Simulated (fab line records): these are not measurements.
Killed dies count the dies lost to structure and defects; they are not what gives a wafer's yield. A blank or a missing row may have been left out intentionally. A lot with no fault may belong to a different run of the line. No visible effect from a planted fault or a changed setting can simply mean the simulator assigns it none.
fab line records	flow nand-harc
record: lots: 5	wafers: 15	last-day: 34
route steps=1302 shown P_M0@261 P_M1@285 END@1302
lots that met no fault: taken from a fault-free run of the same line
start-h: hours from the record's first day to the start of the lot's first wafer shown	wait-h: time in hours since the lot's previous step	" identical to the entry in the row above	L1.1+2: one row covering several wafers at once	- no value present, or no start provided	* or withheld: withheld	< > ~ a bound
route shown NAME@n: names a module that has steps shown in the file, with the first one's number in the route	usual: mean and standard deviation over wafers with no fault	same: alike in all rows	chamber/n: place in a boat	sites: readings site by site	_std_site: the values' standard deviation	_edge_site: mean of outer sites minus mean of inner sites	radius-mm: how far each site lies from the wafer's centre	mask NAME#n: copy n	behind: the most recent tool/chamber to have shaped the wafer	hold: reason for holding the lot/hours on hold/outcome of the hold	device: transistor that didn't switch, given as n, p or np	end of line: tests of these same wafers at the route's end	a step without rows: its recipe alone	killed: at the first sort, the dies lost to defects and structure; wafer yield is something else	map: a wafer's dies, x killed, . not, _ none there
set.NAME: the setting that was run; set.NAME@STEP: the one run at that earlier step	model.NAME: the simulator's own value behind a step, which no gauge read
lots at some steps of the route; a table a step, a row a wafer
services: a tool's chamber out of use, with start hour (start-h, from the record's first day; less than 0 if before it), hours out, and reason
== steps ==
step: NHARC_P_M0_PEB_07
recipe: peb-temp-c: 100	peb-time-s: 65
step: NHARC_P_M0_DEVELOP_08
recipe: develop-time-s: 35	dev-temp-c: 23
step: NHARC_P_M0_CD_MEAS_09
recipe: target-cd-nm: 90	landing-energy-ev: 500
usual: cd-nm: 90.0/0.76
lot.wafer	tool	chamber	start-h	wait-h	cd-nm
L550.1	cd-sem-03	0	170.30	-	89.7
L550.2	"	0	"	"	88.6
L550.4	"	0	"	"	89.3
L559.1	cd-sem-02	0	266.35	-	89.2
L559.2	"	0	"	"	91.3
L559.3	"	0	"	"	88.8
L562.1	cd-sem-02	0	290.45	-	89.7
L562.2	"	0	"	"	89.3
L562.4	"	0	"	"	89.8
L565.1	cd-sem-03	0	317.25	-	90.4
L565.3	"	0	"	"	89.7
L565.5	"	0	"	"	90.2
L568.1	cd-sem-03	0	354.62	-	90.8
L568.3	"	0	"	"	91.2
L568.5	"	0	"	"	90.7
step: NHARC_P_M0_OVL_MEAS_10
recipe: pitch-nm: 180
usual: overlay-x-nm: 0.1/0.78	overlay-y-nm: -0.1/0.63
lot.wafer	tool	chamber	start-h	wait-h	overlay-x-nm	overlay-y-nm
L550.1	overlay-01	-	170.39	-	0.0	-0.6
L550.2	"	-	"	"	-0.2	-0.3
L550.4	"	-	"	"	-0.2	-0.5
L559.1	overlay-01	-	266.44	-	1.1	-0.6
L559.2	"	-	"	"	1.1	-1.1
L559.3	"	-	"	"	0.3	-1.1
L562.1	overlay-02	-	290.54	-	0.4	-0.3
L562.2	"	-	"	"	-0.1	-0.2
L562.4	"	-	"	"	0.4	-0.2
L565.1	overlay-01	-	317.33	-	-0.9	0.6
L565.3	"	-	"	"	-1.0	1.0
L565.5	"	-	"	"	-0.5	0.9
L568.1	overlay-01	-	354.71	-	1.2	0.2
L568.3	"	-	"	"	0.6	0.5
L568.5	"	-	"	"	0.9	1.0
step: NHARC_P_M0_INSPECT_11
usual: raw-defect-count: 4.7/2.8
lot.wafer	tool	chamber	start-h	wait-h	raw-defect-count
L550.1	defect-inspect-01	-	170.42	0.0	0
L550.2	"	-	"	"	7
L550.4	"	-	"	"	3
L559.1	defect-inspect-01	-	266.47	0.0	4
L559.2	"	-	"	"	2
L559.3	"	-	"	"	6
L562.1	defect-inspect-02	-	290.57	0.0	7
L562.2	"	-	"	"	7
L562.4	"	-	"	"	6
L565.1	defect-inspect-01	-	317.37	0.0	8
L565.3	"	-	"	"	1
L565.5	"	-	"	"	4
L568.1	defect-inspect-01	-	354.74	0.0	4
L568.3	"	-	"	"	2
L568.5	"	-	"	"	4
step: NHARC_P_M0_DESCUM_14
recipe: time-s: 3	o2-flow-sccm: 200	ar-flow-sccm: 0	bias-power-w: 0	chemistry: O2
step: NHARC_P_M0_ETCH_34
recipe: target-depth-a: 400	overetch-a: 120	time-s: 43.94	ion-energy-ev: 200	n2-flow-sccm: 150	h2-flow-sccm: 150	ar-flow-sccm: 0	rf-w: 400	bias-w: 150	chemistry: N2/H2
step: NHARC_P_M0_ETCH_15
recipe: target-depth-a: 1500	overetch-a: 150	time-s: 82.5	c4f8-flow-sccm: withheld	ar-flow-sccm: 400	rf-w: 600	bias-w: 300	chemistry: C4F8/Ar
usual: oes-product-au: 0.955/0.021	rf-vpp-V: 439/3.1
lot.wafer	tool	chamber	start-h	wait-h	oes-product-au	rf-hours-counter-h	rf-vpp-V
L550.2	rie-diel-05	3	-	-	0.955	19	442
L550.1	"	0	"	"	0.990	19	435
L550.4	"	1	"	"	0.963	16	435
L559.2	rie-diel-04	3	-	-	0.949	25	437
L559.1	"	0	"	"	0.961	22	445
L559.3	"	1	"	"	0.950	20	442
L562.1	rie-diel-05	3	-	-	0.980	11	439
L562.2	"	0	"	"	0.945	12	435
L562.4	"	0	"	"	0.941	-	437
L565.1	rie-diel-05	0	-	-	0.944	17	436
L565.3	"	1	"	"	0.985	14	436
L565.5	"	0	"	"	0.948	-	437
L568.1	rie-diel-04	2	355.08	0.1	0.945	52	438
L568.3	"	1	"	"	0.952	-	440
L568.5	"	2	"	"	0.934	-	436
step: NHARC_P_M0_CD_MEAS_16
usual: cd-nm: 90.1/0.95
lot.wafer	tool	chamber	start-h	wait-h	cd-nm
L550.1	cd-sem-02	-	170.79	-	89.0
L550.2	"	-	"	"	88.4
L550.4	"	-	"	"	88.5
L559.1	cd-sem-03	-	266.83	-	89.9
L559.2	"	-	"	"	91.6
L559.3	"	-	"	"	88.0
L562.1	cd-sem-03	-	290.98	-	89.6
L562.2	"	-	"	"	90.0
L562.4	"	-	"	"	91.3
L565.1	cd-sem-02	-	317.73	-	89.6
L565.3	"	-	"	"	90.1
L565.5	"	-	"	"	89.4
L568.1	cd-sem-03	-	355.24	0.1	90.8
L568.3	"	-	"	"	91.7
L568.5	"	-	"	"	90.7
step: NHARC_P_M0_STRIP_18
recipe: power-w: 1000	n2-flow-sccm: 150	h2-flow-sccm: 150	ar-flow-sccm: 0	bias-w: 0	chemistry: N2/H2
usual: drypump-motor-current-A: 5.6/0.36	oes-product-au: 1.000/0.013	rf-vpp-V: 90.3/1	showerhead-plenum-p-Torr: 2.00/0.11	throttle-valve-pct: 14.170/0.0092
lot.wafer	tool	chamber	start-h	wait-h	drypump-motor-current-A	oes-product-au	rf-hours-counter-h	rf-vpp-V	showerhead-plenum-p-Torr	throttle-valve-pct
L550.4	rie-diel-05	1	170.87	0.1	6.2	0.994	17	90.5	1.88	14.182
L550.2	"	2	"	"	5.1	0.984	19	89.8	1.92	14.166
L550.1	"	0	"	"	6.0	1.010	19	89.5	1.89	14.160
L559.2	rie-diel-05	0	266.91	0.1	6.0	0.987	5	91.3	1.89	14.165
L559.3	"	1	"	"	6.2	1.019	4	90.6	1.88	14.173
L559.1	"	2	"	"	5.2	0.995	4	89.3	1.91	14.163
L562.1	rie-diel-05	0	291.05	0.1	6.0	0.982	12	89.3	1.88	14.179
L562.2	"	1	"	"	6.2	1.018	10	88.0	1.88	14.166
L562.4	"	3	"	"	5.4	1.012	-	91.8	2.00	14.181
L565.3	rie-diel-05	0	317.83	0.1	6.0	0.982	17	88.1	1.88	14.155
L565.1	"	1	"	"	6.2	1.013	14	90.3	1.88	14.175
L565.5	"	3	"	"	5.4	1.006	-	90.2	2.00	14.180
L568.1	rie-diel-04	0	355.35	0.1	5.7	1.026	62	93.1	2.17	14.165
L568.3	"	1	"	"	5.5	0.992	57	91.3	2.02	14.174
L568.5	"	0	"	"	5.7	1.019	-	89.5	2.17	14.159
step: NHARC_P_M0_STRIP_19
recipe: time-s: 600	temp-c: 30	chemistry: post-etch-residue-remover
step: NHARC_P_M0_DEGAS_28
recipe: temp-c: 250	time-s: 60
usual: heater-power-w: 352/35
lot.wafer	tool	chamber	start-h	wait-h	heater-power-w
L550.4	pvd-sputter-02	-	171.45	-	402
L550.2	"	-	"	"	346
L550.1	"	-	"	"	402
L559.2	pvd-sputter-02	-	267.45	-	398
L559.1	"	-	"	"	347
L559.3	"	-	"	"	342
L562.1	pvd-sputter-01	-	291.65	-	377
L562.4	"	-	"	"	334
L562.2	"	-	"	"	386
L565.1	pvd-sputter-03	-	318.36	-	299
L565.3	"	-	"	"	306
L565.5	"	-	"	"	299
L568.1	pvd-sputter-02	-	355.91	-	390
L568.3	"	-	"	"	339
L568.5	"	-	"	"	387
step: NHARC_P_M0_PRE_CLEAN_29
recipe: time-s: 30	temp-c: 280	gas: H2/He
usual: heater-power-w: 430/44
lot.wafer	tool	chamber	start-h	wait-h	heater-power-w
L550.2	pvd-sputter-02	-	171.50	-	500
L550.1	"	-	"	"	493
L550.4	"	-	"	"	425
L559.3	pvd-sputter-02	-	267.51	-	492
L559.2	"	-	"	"	418
L559.1	"	-	"	"	511
L562.4	pvd-sputter-01	-	291.71	-	469
L562.2	"	-	"	"	399
L562.1	"	-	"	"	412
L565.3	pvd-sputter-03	-	318.42	-	377
L565.1	"	-	"	"	411
L565.5	"	-	"	"	389
L568.1	pvd-sputter-02	-	355.96	-	478
L568.3	"	-	"	"	490
L568.5	"	-	"	"	421
step: NHARC_P_M0_PVD_20
recipe: target-thk-a: 50	bias-v: 168.6	power-w: 15000	chamber-pressure-pa: 0.12	time-s: 8.06	substrate-temp-c: 50	material: TaN
usual: throttle-valve-pct: 30.3/0.78
lot.wafer	tool	chamber	start-h	wait-h	throttle-valve-pct
L550.2	pvd-sputter-02	-	-	-	29.5
L550.4	"	-	"	"	30.1
L550.1	"	-	"	"	30.3
L559.1	pvd-sputter-02	-	-	-	29.9
L559.3	"	-	"	"	30.3
L559.2	"	-	"	"	29.5
L562.2	pvd-sputter-01	-	-	-	29.7
L562.1	"	-	"	"	30.6
L562.4	"	-	"	"	30.1
L565.1	pvd-sputter-03	-	-	-	30.9
L565.3	"	-	"	"	30.0
L565.5	"	-	"	"	31.5
L568.3	pvd-sputter-02	-	-	-	30.6
L568.1	"	-	"	"	29.3
L568.5	"	-	"	"	29.1
step: NHARC_P_M0_PVD_21
recipe: target-thk-a: 300	chamber-pressure-pa: 5	power-w: 5000	substrate-temp-c: 30	time-s: 20.49	material: Cu
step: NHARC_P_M0_ECD_22
recipe: target-thk-a: 4000	bath-temp-c: 25	material: Cu
step: NHARC_P_M0_ANNEAL_30
recipe: temp-c: 225	time-s: 90
usual: anneal-temp-c-max: 226.4/0.31	wafer_temp_C_max: 225.74/0.28
lot.wafer	tool	chamber	start-h	wait-h	anneal-temp-c-max	wafer_temp_C_max
L550.1	rtp-anneal-01	0	172.19	-	226.5	225.63
L550.2	"	0	"	"	226.6	225.52
L550.4	"	0	"	"	226.2	225.61
L559.1	rtp-anneal-01	0	268.18	-	226.2	225.48
L559.2	"	0	"	"	226.1	225.52
L559.3	"	0	"	"	226.0	225.50
L562.1	rtp-anneal-02	0	292.39	-	226.4	225.64
L562.2	"	0	"	"	226.5	226.09
L562.4	"	0	"	"	226.9	225.67
L565.1	rtp-anneal-01	0	319.10	-	226.3	225.51
L565.3	"	0	"	"	225.9	225.72
L565.5	"	0	"	"	226.3	225.53
L568.1	rtp-anneal-02	0	356.64	0.3	226.8	226.55
L568.3	"	0	"	"	226.5	225.96
L568.5	"	0	"	"	226.6	225.90
step: NHARC_P_M0_CMP_23
recipe: t-overpolish-s: 20	target-thk-nm: 117.54
step: NHARC_P_M0_THK_MEAS_24
recipe: thk-meas-gauge: xrf
usual: thk-nm: 118.1/1.4
lot.wafer	tool	chamber	start-h	wait-h	thk-nm
L550.1	film-metro-01	-	172.85	-	117.3
L550.2	"	-	"	"	120.5
L550.4	"	-	"	"	118.2
L559.1	film-metro-02	-	268.84	-	119.7
L559.2	"	-	"	"	119.3
L559.3	"	-	"	"	118.9
L562.1	film-metro-01	-	293.05	-	116.1
L562.2	"	-	"	"	117.4
L562.4	"	-	"	"	117.8
L565.1	film-metro-02	-	319.79	-	118.8
L565.3	"	-	"	"	118.3
L565.5	"	-	"	"	119.5
L568.1	film-metro-02	-	357.30	-	119.4
L568.3	"	-	"	"	118.5
L568.5	"	-	"	"	120.2
step: NHARC_P_M0_SRD_25
step: NHARC_P_M0_PRE_CLEAN_31
recipe: time-s: 12	temp-c: 370	rf-power-w: 300	gas: NH3
step: NHARC_P_M0_DEP_32
recipe: target-thk-a: 300	temp-c: 370	target-thk-nm: 30	pressure-torr: 3	flow-sccm: 200	rf-w: 450	material: SiCN
step: NHARC_P_M1_DEP_00
recipe: target-thk-a: 1825	target-thk-nm: 182.5	temp-c: withheld	pressure-torr: 5	flow-sccm: 200	rf-w: 600	material: SiOC
step: NHARC_P_M1_DEHYDRATE_01
recipe: temp-c: 150	time-s: 120
step: NHARC_P_M1_HMDS_02
recipe: time-s: 30
step: NHARC_P_M1_COAT_34
recipe: temp-c: 200	time-s: 65
step: NHARC_P_M1_COAT_03
recipe: spin-rpm: 1500	resist-thk-nm: 90
step: NHARC_P_M1_SOFTBAKE_04
recipe: temp-c: 105	time-s: 55
step: NHARC_P_M1_EBR_05
step: NHARC_P_M1_EXPOSE_06
recipe: na: 1.35	target-cd-nm: 130	dose-mj: 81.88	mask-id: P_M1
step: NHARC_P_M1_PEB_07
recipe: peb-temp-c: 100	peb-time-s: 65
step: NHARC_P_M1_DEVELOP_08
recipe: develop-time-s: 35	dev-temp-c: 23
step: NHARC_P_M1_CD_MEAS_09
recipe: target-cd-nm: 130	landing-energy-ev: 500
usual: cd-nm: 130.2/0.7
lot.wafer	tool	chamber	start-h	wait-h	cd-nm
L550.1	cd-sem-03	0	174.26	-	130.9
L550.2	"	0	"	"	130.8
L550.4	"	0	"	"	129.9
L559.1	cd-sem-02	0	270.27	-	129.5
L559.2	"	0	"	"	130.6
L559.3	"	0	"	"	130.9
L562.1	cd-sem-03	0	294.47	-	129.7
L562.2	"	0	"	"	128.8
L562.4	"	0	"	"	129.7
L565.1	cd-sem-02	0	321.19	-	129.7
L565.3	"	0	"	"	130.8
L565.5	"	0	"	"	129.8
L568.1	cd-sem-03	0	358.85	-	129.5
L568.3	"	0	"	"	131.3
L568.5	"	0	"	"	131.1
step: NHARC_P_M1_OVL_MEAS_10
recipe: pitch-nm: 260
usual: overlay-x-nm: 0.0/0.7	overlay-y-nm: -0.1/0.78
lot.wafer	tool	chamber	start-h	wait-h	overlay-x-nm	overlay-y-nm
L550.1	overlay-01	-	174.35	-	-0.1	-0.4
L550.2	"	-	"	"	-0.1	-0.3
L550.4	"	-	"	"	-0.1	-0.1
L559.1	overlay-02	-	270.36	-	0.3	0.5
L559.2	"	-	"	"	0.3	-0.5
L559.3	"	-	"	"	0.4	0.0
L562.1	overlay-01	-	294.56	-	-1.0	1.7
L562.2	"	-	"	"	-1.0	1.3
L562.4	"	-	"	"	-1.0	1.3
L565.1	overlay-02	-	321.27	-	0.5	-0.7
L565.3	"	-	"	"	0.7	-0.4
L565.5	"	-	"	"	1.4	-0.3
L568.1	overlay-01	-	358.94	-	0.2	-0.1
L568.3	"	-	"	"	-0.2	0.1
L568.5	"	-	"	"	0.2	-0.2
step: NHARC_P_M1_DESCUM_14
recipe: time-s: 3	o2-flow-sccm: 200	ar-flow-sccm: 0	bias-power-w: 0	chemistry: O2
step: NHARC_P_M1_ETCH_35
recipe: target-depth-a: 400	overetch-a: 120	time-s: 43.94	ion-energy-ev: 200	n2-flow-sccm: 150	h2-flow-sccm: 150	ar-flow-sccm: 0	rf-w: 400	bias-w: 150	chemistry: N2/H2
step: NHARC_P_M1_ETCH_15
recipe: target-depth-a: 1825	time-s: 91.2	c4f8-flow-sccm: withheld	ar-flow-sccm: 400	rf-w: 600	bias-w: 300	chemistry: C4F8/Ar
step: NHARC_P_M1_CD_MEAS_16
usual: cd-nm: 129.8/0.97
lot.wafer	tool	chamber	start-h	wait-h	cd-nm
L550.1	cd-sem-03	-	174.80	-	129.3
L550.2	"	-	"	"	129.8
L550.4	"	-	"	"	129.6
L559.1	cd-sem-02	-	270.76	-	129.1
L559.2	"	-	"	"	130.1
L559.3	"	-	"	"	130.0
L562.1	cd-sem-02	-	294.96	-	129.6
L562.2	"	-	"	"	129.4
L562.4	"	-	"	"	128.4
L565.1	cd-sem-02	-	321.68	-	129.5
L565.3	"	-	"	"	131.2
L565.5	"	-	"	"	129.8
L568.1	cd-sem-01	-	359.39	-	129.6
L568.3	"	-	"	"	131.9
L568.5	"	-	"	"	131.1
step: NHARC_P_M1_STRIP_18
recipe: power-w: 1000	n2-flow-sccm: 150	h2-flow-sccm: 150	ar-flow-sccm: 0	bias-w: 0	chemistry: N2/H2
step: NHARC_END_SORT_01
recipe: temp-c: 25
usual: defect-limited-yield: 91.4/2.4	killed-at-array: 54/17	killed-at-other: 0.7/1	killed-at-periphery: 3.7/2.9	killed-dies: 58/16	killed-open: 3.2/1.9	killed-short: 2.2/1.5	sort_bin_2_pct: 3.1/1.1	sort_bin_3_pct: 0.6/0.33	sort_bin_4_pct: 4.9/1.4	sort-n-pass: 619/16	sort-rim-yield-pct: 94/3.8	sort-yield-pct: 91.4/2.4
same: gross-dies: 677	sort_bin_5_pct[%]: 0	sort_bin_6_pct[%]: 0	sort_bin_7_pct[%]: 0	sort_bin_8_pct[%]: 0	sort-rim-n-gross: 106.00
lot.wafer	tool	chamber	start-h	wait-h	defect-limited-yield[%]	killed-at-array	killed-at-other	killed-at-periphery	killed-dies	killed-open	killed-short	sort_bin_2_pct[%]	sort_bin_3_pct[%]	sort_bin_4_pct[%]	sort-n-pass	sort-rim-yield-pct[%]	sort-yield-pct[%]
L550.1	prober-02	0	615.30	2.5	93.1	45	0	2	47	5	4	2.8	0.7	3.4	630	99	93.1
L550.2	prober-02	0	616.11	2.8	92.0	50	1	3	54	7	4	3.0	0.7	4.3	623	97	92.0
L550.4	prober-02	0	617.72	3.4	91.3	55	0	4	59	6	3	3.2	0.3	5.2	618	99	91.3
L559.1	prober-01	0	706.24	2.5	92.6	48	0	2	50	1	0	2.2	0.4	4.7	627	89	92.6
L559.3	prober-01	0	707.81	3.0	82.9	33	0	83	116	1	0	6.8	3.2	7.1	561	87	82.9
L562.4	prober-01	0	729.14	3.4	90.3	60	0	6	66	4	6	4.1	1.0	4.6	611	94	90.3
L565.1	prober-01	0	750.59	2.5	95.1	26	2	5	33	4	2	1.8	0.3	2.8	644	96	95.1
L565.3	prober-01	0	752.15	3.1	93.6	38	0	5	43	2	2	1.2	0.4	4.7	634	97	93.6
L565.5	prober-01	0	753.71	3.6	95.1	30	0	3	33	0	7	1.3	0.1	3.4	644	91	95.1
killed by level:class
L550.1 A_CHANNEL_HOLE_D2:chamber-film-flake=30 A_CONTACT:chamber-film-flake=6 A_CHANNEL_FILL_D1:geometric-particle:open=2 P_M0:geometric-particle:open=1 P_M2:geometric-particle:open=1 A_CHANNEL_FILL_D1:geometric-particle:short=1 A_DECK1_JOINT:geometric-particle:short=1 A_CHANNEL_FILL_D2:geometric-particle:short=1
L550.2 A_CHANNEL_HOLE_D2:chamber-film-flake=33 A_CONTACT:chamber-film-flake=4 P_ZERO_WELL:chamber-film-flake=2 P_CONTACT:geometric-particle:short=1 A_ONON_D1:geometric-particle:open=1 A_CHANNEL_FILL_D1:geometric-particle:open=1 A_DECK1_JOINT:geometric-particle:short=1 A_ONON_D2:geometric-particle:open=1
L550.4 A_CHANNEL_HOLE_D2:chamber-film-flake=33 A_CONTACT:chamber-film-flake=9 P_GATE:chamber-film-flake=2 A_CHANNEL_HOLE_D1:chamber-film-flake=2 P_CONTACT:geometric-particle:open=1 P_M0:geometric-particle:open=1 A_ONON_D1:geometric-particle:open=1 A_ONON_D1:geometric-particle:short=1
L559.1 A_CHANNEL_HOLE_D2:chamber-film-flake=14 A_CHANNEL_HOLE_D1:chamber-film-flake=12 A_CONTACT:chamber-film-flake=10 A_CHANNEL_FILL_D2:chamber-film-flake=3 A_SLIT:chamber-film-flake=3 A_STAIRCASE:chamber-film-flake=2 P_M0:geometric-particle:open=1 P_ZERO_WELL:chamber-film-flake=1
L559.3 P_M0:unspecified=77 A_CHANNEL_HOLE_D2:chamber-film-flake=19 A_CHANNEL_HOLE_D1:chamber-film-flake=6 A_SLIT:chamber-film-flake=4 P_BONDPAD:chamber-film-flake=3 P_GATE:geometric-particle:open=1 P_GATE:chamber-film-flake=1 P_M2:chamber-film-flake=1
L562.4 A_SLIT:chamber-film-flake=27 A_CHANNEL_HOLE_D2:chamber-film-flake=13 A_CONTACT:chamber-film-flake=4 P_GATE:chamber-film-flake=3 A_CHANNEL_HOLE_D1:chamber-film-flake=3 A_CHANNEL_FILL_D2:geometric-particle:open=2 A_DECK1_JOINT:chamber-film-flake=2 A_STAIRCASE:chamber-film-flake=2
L565.1 A_CHANNEL_HOLE_D1:chamber-film-flake=9 A_SLIT:chamber-film-flake=7 P_STI:chamber-film-flake=2 A_CONTACT:chamber-film-flake=2 THIN_TSV:chamber-film-flake=2 P_GATE:geometric-particle:open=1 P_CONTACT:geometric-particle:short=1 A_CHANNEL_HOLE_D2:geometric-particle:open=1
L565.3 A_CHANNEL_HOLE_D1:chamber-film-flake=20 A_SLIT:chamber-film-flake=6 A_CONTACT:chamber-film-flake=5 P_M1:chamber-film-flake=3 A_WL_FILL:chamber-film-flake=3 P_M0:geometric-particle:open=1 A_DECK1_JOINT:geometric-particle:short=1 P_STI:chamber-film-flake=1
L565.5 A_SLIT:chamber-film-flake=9 A_CHANNEL_HOLE_D1:chamber-film-flake=8 A_CONTACT:chamber-film-flake=4 P_CONTACT:geometric-particle:short=2 A_DECK1_JOINT:geometric-particle:short=2 A_CHANNEL_FILL_D1:geometric-particle:short=1 P_GATE:chamber-film-flake=1 A_CHANNEL_HOLE_D2:geometric-particle:short=1
map L559.3 (x killed, . not)
____________.____________
_________......x_________
_______.....xxxxxx_______
______.......xxxxxx______
_____.......xxxxxxxx_____
____.x.......xxxxxxxx____
____.........xxxxxxxx____
___..........xxxxxxxx.___
___..........xxxxxxxxx___
__.........x..xxxxxxx..__
__...........xxxxxxx...__
_............x..xx.x...._
_..............xx.x....._
_.............x.x......._
_...........xx.x......x._
_...x....x..x.xx........_
............xxxx.........
...........xx.x.xx.......
............x.xxx...x....
.............xx.x.x......
............x.xxx........
_............x.........._
_......................._
_......................._
_......................._
_......................._
__.....................__
__.....................__
___...................___
___...................___
____...x.........x...____
____.................____
_____.............x._____
______..x..........______
_______...x......._______
_________......._________
____________.____________
map L568.3 (x killed, . not)
____________.____________
_________.....x._________
_______.x........._______
______.............______
_____..............._____
____..............x..____
____................x____
___...............x.x.___
___...............x..x___
__...............x...xx__
__.............x..x..xx__
_...............x...xxxx_
_............x...x....x._
_............xxxx.xx.x.x_
_............x..xx......_
_...........xxx.x..x...._
...........xxx..xx....x..
...........x.xxxxx.......
............xxx.x.......x
...........xx..x.........
.........................
_...........xx.........._
_.............x........._
_...................x..._
_.......x......x........_
_.............x........._
__.....................__
__.................x...__
___...................___
___...................___
____..............x..____
____.................____
_____..............._____
______.............______
_______..........._______
_________......._________
____________.____________
== services ==
tool	chamber	start-h	hours	kind
rie-diel-05	0	160.35	-	clean
rie-diel-05	1	160.35	-	clean
rie-diel-05	2	160.35	-	clean
rie-diel-05	3	160.35	-	clean
pvd-sputter-03	-	170.00	10.0	pm
rie-diel-04	1	178.82	8.6	repair
rie-diel-04	-	180.14	9.0	pm
rie-diel-05	0	184.85	-	clean
rie-diel-05	1	184.85	-	clean
rie-diel-05	2	184.85	-	clean
rie-diel-05	3	184.85	-	clean
rie-diel-05	1	187.70	13.0	repair
rie-diel-05	0	209.35	-	clean
pvd-sputter-01	-	226.03	10.0	pm
rie-diel-04	-	227.12	0.1	repair
rie-diel-05	-	230.45	9.0	pm
pvd-sputter-02	-	282.03	10.0	pm
rie-diel-05	3	327.57	7.9	repair
pvd-sputter-03	-	336.58	1.4	repair
pvd-sputter-02	-	342.53	5.0	repair
rie-diel-04	2	347.03	6.0	repair
pvd-sputter-03	-	348.00	10.0	pm
rie-diel-04	0	353.25	1.8	repair
rie-diel-04	3	353.40	8.5	repair
== key ==
first-sign: step: NHARC_END_SORT_01	reading: killed-at-periphery	direction: up	sigmas: 28	usual: 3.7	struck: 83
effect: step: NHARC_END_SORT_01	reading: killed-dies	direction: up	sigmas: 3.5	usual: 58	struck: 116
more-kills-born-at: NHARC_P_M0_PRE_CLEAN_29@pvd-sputter-02: 77
met-at NHARC_P_M0_PRE_CLEAN_29
struck-wafers L559.3
onset-between 171.50 267.51
fault: kind: chamber-particle-source	tool: pvd-sputter-02	chamber: -	onset-h: 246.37	steps: NHARC_P_M0_PRE_CLEAN_29	rate-per-visit-cm2: 0.8449	end-h: 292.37	scope: struck-wafers-only
